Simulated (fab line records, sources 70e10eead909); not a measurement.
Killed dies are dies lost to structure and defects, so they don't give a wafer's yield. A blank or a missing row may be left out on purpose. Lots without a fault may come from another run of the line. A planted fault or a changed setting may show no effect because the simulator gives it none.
Problem report in the 8D (eight disciplines) form, filled by code | flow nand_harc | the parts of the form that need people (team, actions taken, sign-off) are left out

1. THE PROBLEM
run_length_s at NHARC_P_GATE_DESCUM_61 reads a mean of 22.0 s on 4 wafers of 3 lots; wafers without a fault read 23.9 s with a standard deviation of 0.33. That is -5.8 standard deviations from the usual mean.
The step: chemistry O2, time 3 s.
First seen on wafer L217.6, day 9 22:42, on rie_diel-09. The record holds 34 wafers of 12 lots with a number at this step. Rule for "out", or "out of limits": more than 4 standard deviations from the usual mean. The other wafers with a number count as sound.

2. WHAT IT IS AND WHAT IT IS NOT
question                    | is                             | is not
which readings at this step | run_length_s                   | drypump_motor_current_A, oes_product_au, showerhead_plenum_p_Torr, throttle_valve_pct
which lots                  | L217, L218, L219               | L209, L210, L214, L224, L225, L227, L228, L229, L230
which wafers of those lots  | L217.6, L218.2, L218.6, L219.6 | L217.1, L217.3, L219.5
read on which tools         | rie_diel-09                    | rie_diel-04, rie_diel-12
when                        | from day 9 22:42               | up to then (11 sound wafers); but 19 sound wafers of L219, L224, L225, L227, L228, L229, L230 came after

3. SUSPECTS, AND WHAT RULES EACH OUT
Counting: a tool at a process step up to the reading stays a suspect if it ran every lot that is out. Sound lots after the first of them don't rule it out here, since some wafers of a struck lot are sound.
- rie_diel-09 at NHARC_P_GATE_DESCUM_61 (chemistry O2, time 3 s): kept. It ran every lot that is out, first L217 (day 9 22:42); its last sound lot up to then is L209 (day 6 07:05). Its own readings are out on those wafers: run_length_s.
Left after counting: rie_diel-09 at NHARC_P_GATE_DESCUM_61.

4. THE CAUSE (what the simulator had put in)
Process parameter drift: rie_diel-09, from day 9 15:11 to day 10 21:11, at NHARC_P_GATE_DESCUM_61. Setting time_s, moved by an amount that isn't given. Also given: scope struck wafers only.
Counting left only this tool.

5. THE CHAIN OF EFFECTS, in route order
Each row: a reading whose mean over the struck wafers that have a number lies more than 3 standard deviations from the usual. Only readings for which the record gives a usual standard deviation are gone through. hours: the time from each lot's start at the first step in this table that gives one to its start at this step, as a median over the lots. sigmas: the change in usual standard deviations.
hours | step                   | reading      | usual  | on struck wafers | change | sigmas
0     | NHARC_P_GATE_DESCUM_61 | run_length_s | 23.9 s | 22.0             | -1.9   | -5.8
The process steps in it:
- NHARC_P_GATE_DESCUM_61: chemistry O2, time 3 s.
Later measuring or inspecting steps at which every struck wafer that the step has a row for has a number for every such reading, and none has moved that far: NHARC_P_GATE_CD_MEAS_91, NHARC_END_SORT_01.

6. WHAT WOULD HAVE CAUGHT IT SOONER
In this record the first reading out of limits was taken at day 9 22:42, 8 hours after the fault began at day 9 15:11.
